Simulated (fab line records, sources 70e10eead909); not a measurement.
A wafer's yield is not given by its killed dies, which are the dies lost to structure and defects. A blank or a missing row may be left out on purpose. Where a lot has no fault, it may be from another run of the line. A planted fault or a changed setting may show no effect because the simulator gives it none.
Which tool did it? -- flow nandHarc -- Sampling: 13 lots, 39 wafers, 6 of 1302 route steps

## WHAT THE GAUGES READ, wafer by wafer
NHARC_P_GATE_INSPECT_68. Usual: rawDefectCount at 230, with a standard deviation of 120.
lot,measured,on,rawDefectCount,flag
L720,day 5 20:26,defectInspect-02,120 134 170,
L722,day 6 12:37,defectInspect-02,254 187 113,
L724,day 7 09:55,defectInspect-01,230 190 304,
L726,day 8 10:13,defectInspect-01,164 145 203,
L727,day 8 14:25,defectInspect-02,87 98 144,
L728,day 9 14:07,defectInspect-02,695 776 696,OFF
L729,day 9 18:03,defectInspect-02,258 150 227,
L730,day 10 02:43,defectInspect-01,593 657 624,OFF
L737,day 12 20:59,defectInspect-02,191 157 217,
L738,day 13 16:38,defectInspect-02,302 204 206,
L741,day 14 19:08,defectInspect-02,150 398 203,
L742,day 14 19:29,defectInspect-02,276 626 216,
L743,day 15 11:25,defectInspect-01,177 206 159,

NHARC_P_CONTACT_CD_MEAS_12: target cd 90 nm. Usual: cdNm at 90.1 nm, with a standard deviation of 0.58.
lot,measured,on,cdNm (nm),flag
L720,day 5 21:56,cdSem-01,90.3 91.1 90.1,
L722,day 6 14:17,cdSem-03,90.5 89.7 90.8,
L724,day 7 11:31,cdSem-03,89.8 89.6 89.8,
L726,day 8 11:50,cdSem-02,89.2 89.6 90.3,
L727,day 8 16:19,cdSem-01,90.5 89.8 90.1,
L728,day 9 15:44,cdSem-03,89.7 89.9 89.1,
L729,day 9 19:40,cdSem-01,90.1 90.3 90.3,
L730,day 10 04:20,cdSem-03,89.3 90.6 90.5,
L737,day 12 22:37,cdSem-03,90.3 90.5 90.2,
L738,day 13 18:14,cdSem-03,89.9 89.6 90.9,
L741,day 14 21:10,cdSem-01,90.5 90.6 90.5,
L742,day 14 21:21,cdSem-03,89.6 89.7 90.6,
L743,day 15 13:02,cdSem-03,90.9 90.0 90.2,

NHARC_END_SORT_01. Usual: killedAtArray 62, standard deviation 22; killedAtOther 1.0, standard deviation 1.4; killedAtPeriphery 4.2, standard deviation 2.8; killedDies 67, standard deviation 23; killedOpen 3.1, standard deviation 1.7; killedShort 2.1, standard deviation 1.5.
lot,measured,on,killedAtArray,killedAtOther,killedAtPeriphery,killedDies,killedOpen,killedShort,flag
L728,day 28 05:53,prober-02,63 76 74,0 0 1,77 80 74,140 156 149,6 1 3,5 2 1,OFF
L729,day 28 06:41,prober-01,35 38 42,2 3 4,1 3 1,38 44 47,0 0 2,0 1 1,
L730,day 28 14:26,prober-02,74 71 40,1 0 0,80 81 81,155 152 121,4 4 2,5 4 1,OFF

## TOOL THAT RAN EACH LOT (tool first, then ch and the chambers of the sampled wafers, then the start)
lot,NHARC_P_GATE_PRECLEAN_97,NHARC_P_GATE_STRIP_76,NHARC_P_GATE_STRIP_113
L720,"wetBench-05 ch 3,4,6, day 5 13:01","plasmaAsher-01 ch 0,1, day 5 16:24","plasmaAsher-01 ch 0,1, day 5 17:52"
L722,"wetBench-06 ch 5,6,7, day 6 05:11","plasmaAsher-02 ch 0,1, day 6 08:37","plasmaAsher-02 ch 0,1, day 6 10:10"
L724,"wetBench-06 ch 1,2,6, day 7 02:22","plasmaAsher-02 ch 0,1, day 7 05:54","plasmaAsher-02 ch 0,1, day 7 07:23"
L726,"wetBench-05 ch 3,5,6, day 8 02:56","plasmaAsher-02 ch 0,1, day 8 06:18","plasmaAsher-02 ch 0,1, day 8 07:41"
L727,"wetBench-05 ch 3,4,5, day 8 07:11","plasmaAsher-02 ch 0,1, day 8 10:34","plasmaAsher-01 ch 0,1, day 8 12:00"
L728,"wetBench-05 ch 2,4,5, day 9 07:01","plasmaAsher-02 ch 0,1, day 9 10:15","plasmaAsher-01 ch 0,1, day 9 11:34"
L729,"wetBench-06 ch 1,2,4, day 9 10:47","plasmaAsher-01 ch 0,1, day 9 14:04","plasmaAsher-02 ch 0,1, day 9 15:38"
L730,"wetBench-05 ch 0,1,2, day 9 19:11","plasmaAsher-01 ch 1, day 9 22:34","plasmaAsher-02 ch 0,1, day 10 00:02"
L737,"wetBench-06 ch 1,3,5, day 12 13:55","plasmaAsher-01 ch 0,1, day 12 17:08","plasmaAsher-02 ch 0,1, day 12 18:35"
L738,"wetBench-05 ch 0,1,7, day 13 09:30","plasmaAsher-01 ch 0,1, day 13 12:46","plasmaAsher-02 ch 1, day 13 14:13"
L741,"wetBench-01 ch 3,6,7, day 14 11:47","plasmaAsher-02 ch 0,1, day 14 15:10","plasmaAsher-02 ch 0,1, day 14 16:50"
L742,"wetBench-06 ch 1,2,4, day 14 12:07","plasmaAsher-01 ch 0,1, day 14 15:29","plasmaAsher-01 ch 0,1, day 14 16:55"
L743,"wetBench-01 ch 3,5,7, day 15 04:17","plasmaAsher-02 ch 0,1, day 15 07:27","plasmaAsher-02 ch 0,1, day 15 08:46"
- NHARC_P_GATE_PRECLEAN_97: cleans in SPM, time 600 s.
- NHARC_P_GATE_STRIP_76: strips in O2.
- NHARC_P_GATE_STRIP_113: strips in N2/H2, time 740 s.

## WHAT THE TOOLS THEMSELVES READ (means of the sampled wafers that have a number; where no wafer has one, the mark that the record gives instead)
NHARC_P_GATE_STRIP_76. Usual: drypumpMotorCurrentA 5.5 A, standard deviation 0.53; heaterPowerW 348 W, standard deviation 15.
lot,tool,drypumpMotorCurrentA (A),heaterPowerW (W),flag
L720,plasmaAsher-01,5.8,341,
L722,plasmaAsher-02,4.9,344,
L724,plasmaAsher-02,4.9,344,
L726,plasmaAsher-02,5.1,335,
L727,plasmaAsher-02,5.1,336,
L728,plasmaAsher-02,4.9,348,
L729,plasmaAsher-01,6.0,356,
L730,plasmaAsher-01,6.2,364,
L737,plasmaAsher-01,6.0,354,
L738,plasmaAsher-01,6.0,356,
L741,plasmaAsher-02,5.1,348,
L742,plasmaAsher-01,5.9,345,
L743,plasmaAsher-02,4.9,355,

NHARC_P_GATE_STRIP_113. Usual: drypumpMotorCurrentA 5.3 A, standard deviation 0.52; heaterPowerW 93 W, standard deviation 4.
lot,tool,drypumpMotorCurrentA (A),heaterPowerW (W),flag
L720,plasmaAsher-01,6.0,94,
L722,plasmaAsher-02,4.9,94,
L724,plasmaAsher-02,5.1,89,
L726,plasmaAsher-02,5.1,90,
L727,plasmaAsher-01,5.8,92,
L728,plasmaAsher-01,6.0,94,
L729,plasmaAsher-02,5.1,90,
L730,plasmaAsher-02,5.1,89,
L737,plasmaAsher-02,5.1,95,
L738,plasmaAsher-02,5.2,94,
L741,plasmaAsher-02,5.1,96,
L742,plasmaAsher-01,5.9,91,
L743,plasmaAsher-02,5.1,93,

## THE ANSWER, worked out from the rows above alone
Rule: a lot is off if the mean of its wafers that have a number lies more than 3 standard deviations from the usual mean. Also off: a lot with no number at a reading for which 4 or more lots have one. Where the step has rows for the other lots, those lots are counted as sound. The gauges are gone through in route order, then the tools' own readings, and for those a lot's mean is taken as printed above. At the first step where some lot is off, the reading lying furthest off is the one used; lots without a number count as furthest.
Off: L728, L730 (NHARC_P_GATE_INSPECT_68, rawDefectCount).
If a tool, at a process step before that reading, ran all the lots that are off and no sound lot after the first of them, it fits. Not tried: the gauges at NHARC_P_GATE_INSPECT_68; whatever is off there is also off at NHARC_END_SORT_01, on other tools, and gauge error can't account for it. None of those tried fits.

## WHAT WAS PUT IN BY THE SIMULATOR
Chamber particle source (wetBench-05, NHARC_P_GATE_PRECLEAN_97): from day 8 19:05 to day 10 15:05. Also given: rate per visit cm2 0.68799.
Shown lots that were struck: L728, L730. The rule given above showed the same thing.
